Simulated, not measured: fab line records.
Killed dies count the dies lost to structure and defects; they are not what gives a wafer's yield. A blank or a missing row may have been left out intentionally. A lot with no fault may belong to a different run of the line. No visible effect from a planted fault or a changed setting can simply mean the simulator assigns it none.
fab line records	flow n5_finfet
record lots=8	wafers=24	last_day=17
route steps=1938 shown BEOL_M1@768 BEOL_M4@1111
lots that met no fault: from a run of the same line without faults
start_h: hours from the record's opening day to when the first of the lot's shown wafers began	wait_h: hours elapsed since this lot's preceding step	" as in the row above	L1.1+2: several wafers, shown together as one row	- no value present, or no start provided	* or withheld: withheld	< > ~ a bound
route shown NAME@n: a module of which the file shows steps, and the number in the route of the first	usual: mean and standard deviation over wafers with no fault	same: alike in all rows	chamber/n: place in a boat	sites: each site's reading	_std_site: standard deviation across them	_edge_site: mean of outer sites minus mean of inner sites	radius_mm: for every site, how far away it sits from the centre of the wafer	mask NAME#n: copy n	behind: the last tool/chamber to shape the wafer	hold: why the lot went on hold/how many hours it stayed there/how the hold came to an end	device: the transistor (n, p or np) that didn't switch	end of line: the tests these same wafers got at the end of their route	a step given without rows: its recipe and nothing more	killed: count of dies lost to structure and defects at first sort (not the wafer's yield)	map: shows each die of a wafer: x if killed, . if not, _ if none is there
set.NAME: setting as actually run; set.NAME@STEP: the setting as run at that earlier step	model.NAME: the simulator's own value behind a step, which no gauge read
route steps across a sampled set of lots; one table per step, one row per wafer
services: a tool's chamber out of use, with start hour (start_h, from the record's first day; less than 0 if before it), hours out, and reason
## steps
# step N5_BEOL_M1_ETCH_74
# recipe chemistry=N2/H2	target=underlayer	target_depth_a=65	mask_material=CAR-EUV	time_s=5.2	ion_energy_ev=200	pressure_mtorr=30	source_w=840	bias_w=150	n2_flow_sccm=200	h2_flow_sccm=200	ends=cleared
# usual drypump_motor_current_A=5.8/0.5	etch_rf_on_time_s=5.21/0.095	oes_product_au=0.69/0.068	rf_fwd_power_W=819.2/2.3	rf_vpp_V=524.4/2.6	showerhead_plenum_p_Torr=2.56/0.089	throttle_valve_pct=17.87/0.24
lot.wafer	tool	chamber	start_h	wait_h	drypump_motor_current_A	etch_rf_on_time_s	oes_product_au	rf_fwd_power_W	rf_hours_counter_h	rf_vpp_V	showerhead_plenum_p_Torr	throttle_valve_pct
L953.3	rie_diel-06	1	135.88	0.0	5.5	5.36	0.62	819.5	167	523.5	2.43	17.90
L953.5	"	0	"	"	5.7	5.15	0.75	821.2	-	525.2	2.60	17.57
L953.6	"	1	"	"	5.5	5.32	0.63	818.1	-	521.7	2.43	17.91
L957.2	rie_diel-06	2	150.29	0.0	6.5	5.23	0.66	816.4	142	524.2	2.54	17.82
L957.3	"	0	"	"	5.7	5.13	0.75	816.7	33	524.0	2.60	17.59
L957.5	"	3	"	"	6.6	5.19	0.72	823.3	-	523.2	2.48	17.79
L958.1	rie_diel-06	0	157.60	0.0	5.7	5.13	0.74	824.4	35	526.5	2.60	17.59
L958.2	"	2	"	"	6.5	5.23	0.67	817.2	144	525.2	2.54	17.81
L958.6	"	1	"	"	5.5	5.31	0.63	819.5	-	521.1	2.43	17.89
L968.1	rie_diel-02	0	228.01	0.0	5.1	5.11	0.76	820.8	34	529.0	2.71	18.05
L968.2	"	3	"	"	6.6	5.07	0.77	819.2	27	525.1	2.59	17.47
L968.3	"	1	"	"	5.6	5.29	0.63	816.3	179	524.0	2.65	18.12
L970.1	rie_diel-06	3	238.25	0.0	6.6	5.24	0.69	818.6	96	521.3	2.47	17.81
L970.4	"	0	"	"	5.8	5.22	0.71	817.5	59	526.7	2.59	17.62
L970.5	"	2	"	"	6.6	5.28	0.64	816.9	-	525.0	2.53	17.83
L973.2	rie_diel-02	3	253.40	0.0	6.6	5.06	0.76	818.4	33	524.8	2.59	17.50
L973.4	"	2	"	"	5.1	5.29	0.67	818.6	98	520.7	2.46	17.68
L973.6	"	2	"	"	5.1	5.28	0.68	817.6	-	521.6	2.46	17.72
L974.1	rie_diel-05	0	259.82	0.0	5.6	5.10	0.77	818.0	25	520.9	2.49	17.53
L974.2	"	3	"	"	5.8	5.14	0.78	820.5	17	527.7	2.71	17.78
L974.6	"	2	"	"	5.4	5.17	0.62	815.9	-	524.4	2.52	18.33
L975.1	rie_diel-06	1	262.20	0.0	5.5	5.26	0.62	818.4	205	519.7	2.42	17.97
L975.2	"	3	"	"	6.6	5.19	0.69	817.1	102	520.3	2.46	17.86
L975.4	"	0	"	"	5.7	5.11	0.70	818.7	65	524.6	2.58	17.64
# step N5_BEOL_M1_ETCH_64
# recipe chemistry=N2/H2	target=SOC	target_depth_a=750	overetch_a=150	mask_material=SiARC	temp_c=40	time_s=112.5	ion_energy_ev=200	pressure_mtorr=30	source_w=840	bias_w=150	n2_flow_sccm=200	h2_flow_sccm=200
# usual drypump_motor_current_A=5.8/0.49	oes_product_au=0.64/0.058	rf_fwd_power_W=836.4/2.7	rf_vpp_V=524.2/2.6	showerhead_plenum_p_Torr=2.56/0.089	throttle_valve_pct=17.83/0.24
lot.wafer	tool	chamber	start_h	wait_h	drypump_motor_current_A	oes_product_au	rf_fwd_power_W	rf_hours_counter_h	rf_vpp_V	showerhead_plenum_p_Torr	throttle_valve_pct
L953.3	rie_diel-06	1	135.93	0.0	5.5	0.59	833.9	167	520.7	2.43	17.86
L953.5	"	0	"	"	5.7	0.70	831.0	-	526.8	2.60	17.54
L953.6	"	1	"	"	5.5	0.59	836.0	-	520.3	2.44	17.85
L957.2	rie_diel-06	2	150.34	0.0	6.5	0.62	834.5	142	524.8	2.54	17.78
L957.3	"	0	"	"	5.7	0.69	829.9	33	525.7	2.60	17.53
L957.5	"	3	"	"	6.5	0.66	838.4	-	520.4	2.48	17.76
L958.1	rie_diel-06	0	157.64	0.0	5.8	0.68	834.6	35	524.4	2.60	17.55
L958.2	"	2	"	"	6.5	0.61	838.0	144	524.0	2.54	17.77
L958.6	"	1	"	"	5.5	0.59	835.1	-	520.0	2.43	17.87
L968.1	rie_diel-02	0	228.05	0.0	5.1	0.70	839.7	34	527.9	2.71	18.02
L968.2	"	3	"	"	6.6	0.71	840.9	27	526.2	2.59	17.44
L968.3	"	1	"	"	5.6	0.58	840.0	179	526.8	2.64	18.09
L970.1	rie_diel-06	3	238.30	0.0	6.6	0.64	833.6	96	521.2	2.47	17.80
L970.4	"	0	"	"	5.7	0.66	832.2	59	524.2	2.59	17.60
L970.5	"	2	"	"	6.5	0.60	838.6	-	523.0	2.53	17.81
L973.2	rie_diel-02	3	253.44	0.0	6.6	0.69	839.5	33	525.2	2.59	17.44
L973.4	"	2	"	"	5.1	0.63	832.7	98	520.3	2.46	17.66
L973.6	"	2	"	"	5.1	0.63	833.6	-	520.4	2.46	17.68
L974.1	rie_diel-05	0	259.87	0.0	5.6	0.71	838.1	25	522.6	2.49	17.50
L974.2	"	3	"	"	5.7	0.72	837.3	17	528.2	2.71	17.76
L974.6	"	2	"	"	5.4	0.57	839.5	-	522.2	2.52	18.27
L975.1	rie_diel-06	1	262.24	0.0	5.6	0.57	838.5	205	520.4	2.42	17.93
L975.2	"	3	"	"	6.5	0.64	838.0	102	520.9	2.47	17.80
L975.4	"	0	"	"	5.7	0.65	834.9	65	524.6	2.58	17.61
# step N5_BEOL_M1_STRIP_66
# recipe chemistry=CF4	resist=SiARC	power_w=300	bias_power_w=75	pressure_mtorr=50	cf4_flow_sccm=150	rf_frequency_hz=6e+07
# usual drypump_motor_current_A=5.8/0.5	oes_product_au=0.80/0.072	rf_vpp_V=271.4/1.6	showerhead_plenum_p_Torr=1.80/0.06	throttle_valve_pct=13.56/0.23
lot.wafer	tool	chamber	start_h	wait_h	drypump_motor_current_A	oes_product_au	rf_hours_counter_h	rf_vpp_V	showerhead_plenum_p_Torr	throttle_valve_pct
L953.3	rie_diel-06	1	136.06	0.0	5.5	0.74	167	269.4	1.72	13.56
L953.5	"	0	"	"	5.7	0.87	-	271.5	1.83	13.20
L953.6	"	1	"	"	5.5	0.74	-	268.9	1.72	13.58
L957.2	rie_diel-06	2	150.46	0.0	6.5	0.77	142	270.2	1.80	13.69
L957.3	"	0	"	"	5.7	0.85	33	271.2	1.82	13.20
L957.5	"	3	"	"	6.6	0.83	-	271.4	1.75	13.51
L958.1	rie_diel-06	0	157.77	0.0	5.7	0.86	35	272.9	1.82	13.22
L958.2	"	2	"	"	6.5	0.77	144	271.5	1.80	13.70
L958.6	"	1	"	"	5.5	0.74	-	269.5	1.72	13.58
L968.1	rie_diel-02	0	228.18	0.0	5.1	0.87	34	274.3	1.90	13.72
L968.2	"	3	"	"	6.6	0.88	27	271.7	1.82	13.21
L968.3	"	1	"	"	5.6	0.73	179	272.5	1.86	13.70
L970.1	rie_diel-06	3	238.43	0.0	6.6	0.81	96	270.8	1.74	13.56
L970.4	"	0	"	"	5.7	0.83	59	270.7	1.82	13.28
L970.5	"	2	"	"	6.5	0.76	-	271.4	1.79	13.75
L973.2	rie_diel-02	3	253.57	0.0	6.5	0.87	33	270.0	1.82	13.23
L973.4	"	2	"	"	5.1	0.79	98	268.6	1.74	13.48
L973.6	"	2	"	"	5.1	0.79	-	270.2	1.74	13.46
L974.1	rie_diel-05	0	260.00	0.0	5.6	0.89	25	271.7	1.76	13.16
L974.2	"	3	"	"	5.8	0.90	17	273.0	1.91	13.41
L974.6	"	2	"	"	5.4	0.71	-	272.6	1.78	13.97
L975.1	rie_diel-06	1	262.37	0.0	5.5	0.72	205	268.7	1.71	13.63
L975.2	"	3	"	"	6.5	0.80	102	270.6	1.74	13.59
L975.4	"	0	"	"	5.7	0.82	65	271.3	1.82	13.28
# step N5_BEOL_M1_ETCH_77
# recipe chemistry=N2/H2	target=underlayer	target_depth_a=65	mask_material=CAR-EUV	time_s=5.2	ion_energy_ev=200	pressure_mtorr=30	source_w=840	bias_w=150	n2_flow_sccm=200	h2_flow_sccm=200	ends=cleared
# usual drypump_motor_current_A=5.8/0.52	etch_rf_on_time_s=5.23/0.09	oes_product_au=0.68/0.072	rf_fwd_power_W=820.0/2.6	rf_vpp_V=524.3/2.9	showerhead_plenum_p_Torr=2.56/0.095	throttle_valve_pct=17.90/0.23
lot.wafer	tool	chamber	start_h	wait_h	drypump_motor_current_A	etch_rf_on_time_s	oes_product_au	rf_fwd_power_W	rf_hours_counter_h	rf_vpp_V	showerhead_plenum_p_Torr	throttle_valve_pct
L953.3	rie_diel-02	2	137.30	0.0	5.1	5.36	0.69	821.8	76	520.1	2.47	17.66
L953.5	"	1	"	"	5.6	5.36	0.64	820.0	-	526.9	2.66	18.04
L953.6	"	3	"	"	6.7	5.38	0.58	818.4	-	525.4	2.60	17.84
L957.2	rie_diel-02	1	151.16	0.0	5.5	4.45	0.72	1017.7	150	489.9	2.66	18.06
L957.3	"	0	"	"	5.1	4.25	0.92	1022.1	4	492.4	2.72	18.03
L957.5	"	0	"	"	5.1	4.25	0.91	1019.7	-	491.4	2.72	18.01
L958.1	rie_diel-02	2	158.59	0.0	5.1	4.48	0.75	1025.4	84	487.6	2.47	17.70
L958.2	"	1	"	"	5.6	4.52	0.69	1022.2	152	491.5	2.66	18.10
L958.6	"	2	"	"	5.1	4.47	0.76	1018.7	-	485.4	2.47	17.66
L968.1	rie_diel-02	3	229.52	0.0	6.6	5.11	0.77	817.5	28	526.9	2.59	17.48
L968.2	"	1	"	"	5.6	5.33	0.62	814.9	179	526.2	2.64	18.12
L968.3	"	0	"	"	5.1	5.12	0.76	819.5	35	528.7	2.71	18.06
L970.1	rie_diel-06	3	239.25	0.0	6.6	5.18	0.69	819.0	97	520.2	2.47	17.85
L970.4	"	2	"	"	6.5	5.30	0.64	818.3	169	525.3	2.53	17.87
L970.5	"	3	"	"	6.6	5.20	0.69	815.3	-	522.2	2.47	17.83
L973.2	rie_diel-02	0	254.27	0.0	5.1	5.14	0.74	819.4	41	527.6	2.70	18.08
L973.4	"	3	"	"	6.6	5.08	0.76	819.0	34	526.2	2.59	17.49
L973.6	"	1	"	"	5.6	5.31	0.62	817.8	-	524.1	2.64	18.10
L974.1	rie_diel-05	0	260.82	0.0	5.6	5.12	0.77	823.9	25	525.5	2.49	17.51
L974.2	"	3	"	"	5.8	5.23	0.78	816.8	17	527.4	2.70	17.78
L974.6	"	2	"	"	5.4	5.20	0.61	816.6	-	524.5	2.52	18.33
L975.1	rie_diel-02	3	263.19	0.0	6.6	5.05	0.77	819.2	36	523.1	2.58	17.48
L975.2	"	2	"	"	5.1	5.24	0.67	819.9	101	522.2	2.46	17.72
L975.4	"	1	"	"	5.5	5.25	0.62	819.8	188	527.6	2.64	18.13
# step N5_BEOL_M4_RC_MEAS_101
# usual DIBL_N=36.3/1.2	DIBL_P=36.7/1.5	IOFF_N=0.164/0.02	IOFF_P=0.214/0.024	ION_N=673/8.5	ION_P=461/5.9	SS_N=71.6/0.44	SS_P=73.3/0.55	VT_N=249.4/2.4	VT_P=-250.0/2.3
lot.wafer	tool	chamber	start_h	wait_h	DIBL_N[mV/V]	DIBL_P[mV/V]	IOFF_N[nA/um]	IOFF_P[nA/um]	ION_N[uA/um]	ION_P[uA/um]	SS_N[mV/dec]	SS_P[mV/dec]	VT_N[mV]	VT_P[mV]
L953.3	prober-02	0	172.04	0.3	36.6	35.3	0.157	0.211	666	463	71.3	72.8	249.4	-248.3
L953.5	"	0	"	"	36.5	34.2	0.150	0.201	667	459	72.1	73.1	252.6	-251.7
L953.6	"	0	"	"	37.0	35.8	0.172	0.227	672	464	71.7	73.0	248.8	-248.0
L958.1	prober-01	0	203.66	0.0	36.4	36.7	0.144	0.225	652	459	70.8	73.0	252.7	-248.0
L958.2	"	0	"	"	33.3	33.2	0.112	0.173	676	465	70.8	71.9	254.2	-249.8
L958.6	"	0	"	"	35.5	35.5	0.134	0.205	669	464	71.2	72.8	252.9	-250.0
L957.2	prober-01	0	205.67	0.2	37.4	37.3	0.179	0.263	691	480	71.8	73.7	247.9	-244.0
L957.3	"	0	"	"	37.9	38.3	0.193	0.274	672	466	72.1	74.0	243.3	-242.7
L957.5	"	0	"	"	36.1	36.5	0.152	0.238	689	474	71.8	73.6	246.9	-246.4
L968.1	prober-02	0	269.18	0.0	36.0	36.7	0.159	0.232	679	466	72.1	73.3	249.3	-248.2
L968.2	"	0	"	"	34.2	33.7	0.129	0.190	669	463	71.5	72.7	251.4	-248.6
L968.3	"	0	"	"	35.2	34.7	0.141	0.192	663	457	71.1	72.7	250.4	-251.4
L970.1	prober-01	0	280.96	0.0	33.7	35.5	0.131	0.181	664	458	71.2	72.7	252.4	-252.3
L970.4	"	0	"	"	32.4	33.5	0.114	0.160	662	455	71.1	72.2	254.5	-253.9
L970.5	"	0	"	"	34.8	36.5	0.151	0.200	660	454	70.9	73.3	249.7	-249.8
L973.2	prober-01	0	300.19	0.2	36.0	36.4	0.163	0.219	675	461	71.3	73.2	246.9	-248.3
L973.4	"	0	"	"	37.5	38.9	0.194	0.256	671	460	71.9	73.7	245.0	-248.7
L973.6	"	0	"	"	36.9	38.2	0.180	0.244	674	465	71.4	73.9	247.3	-248.9
L974.1	prober-02	0	302.79	0.0	38.4	38.8	0.186	0.236	677	466	71.4	73.5	249.3	-249.4
L974.2	"	0	"	"	39.1	39.1	0.205	0.240	685	467	72.2	73.5	246.7	-248.1
L974.6	"	0	"	"	37.7	37.5	0.175	0.207	684	463	71.6	72.5	248.6	-252.9
L975.1	prober-02	0	307.18	0.0	36.3	38.1	0.159	0.214	680	465	71.2	73.8	251.0	-251.5
L975.2	"	0	"	"	36.1	38.3	0.160	0.214	672	465	71.2	73.3	251.5	-250.7
L975.4	"	0	"	"	38.6	40.1	0.200	0.258	682	469	72.3	74.7	247.2	-249.7
## services
tool	chamber	start_h	hours	kind
rie_diel-06	1	113.05	1.8	repair
rie_diel-02	2	113.09	5.5	repair
rie_diel-02	3	114.85	2.7	repair
rie_diel-02	0	118.74	-	clean
rie_diel-02	0	118.74	-	consumable_replace:focus_ring
rie_diel-02	0	118.74	-	consumable_replace:showerhead
rie_diel-02	0	118.74	18.6	scheduled_down
rie_diel-02	0	118.74	18.6	vent_cycle
rie_diel-05	0	134.07	5.7	repair
rie_diel-02	3	143.56	-	clean
rie_diel-02	3	143.56	-	consumable_replace:focus_ring
rie_diel-02	3	143.56	16.6	scheduled_down
rie_diel-02	3	143.56	16.6	vent_cycle
rie_diel-05	0	159.98	-	clean
rie_diel-05	0	159.98	-	consumable_replace:focus_ring
rie_diel-05	0	159.98	15.6	scheduled_down
rie_diel-05	0	159.98	15.6	vent_cycle
rie_diel-05	3	175.58	-	clean
rie_diel-05	3	175.58	-	consumable_replace:focus_ring
rie_diel-05	3	175.58	-	consumable_replace:showerhead
rie_diel-05	3	175.58	22.7	scheduled_down
rie_diel-05	3	175.58	22.7	vent_cycle
rie_diel-02	2	187.47	42.2	repair
rie_diel-05	-	197.43	0.5	repair
## key
first_sign step=N5_BEOL_M1_ETCH_77	reading=rf_fwd_power_W	direction=up	sigmas=79	usual=*	struck=*
effect step=N5_BEOL_M1_ETCH_77	reading=rf_vpp_V	direction=down	sigmas=12	usual=524.3	struck=489.7
met_at N5_BEOL_M1_ETCH_77
struck_lots L957,L958
not_acting_at N5_BEOL_M1_ETCH_74,N5_BEOL_M1_ETCH_64,N5_BEOL_M1_STRIP_66
onset_between 137.30 151.16
fault kind=process_parameter_drift	tool=rie_diel-02	chamber=-	onset_h=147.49	steps=N5_BEOL_M1_ETCH_77	channel=source_w	offset=201.6	shape=step	end_h=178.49	acts_in=these_recipes_only	stated=840
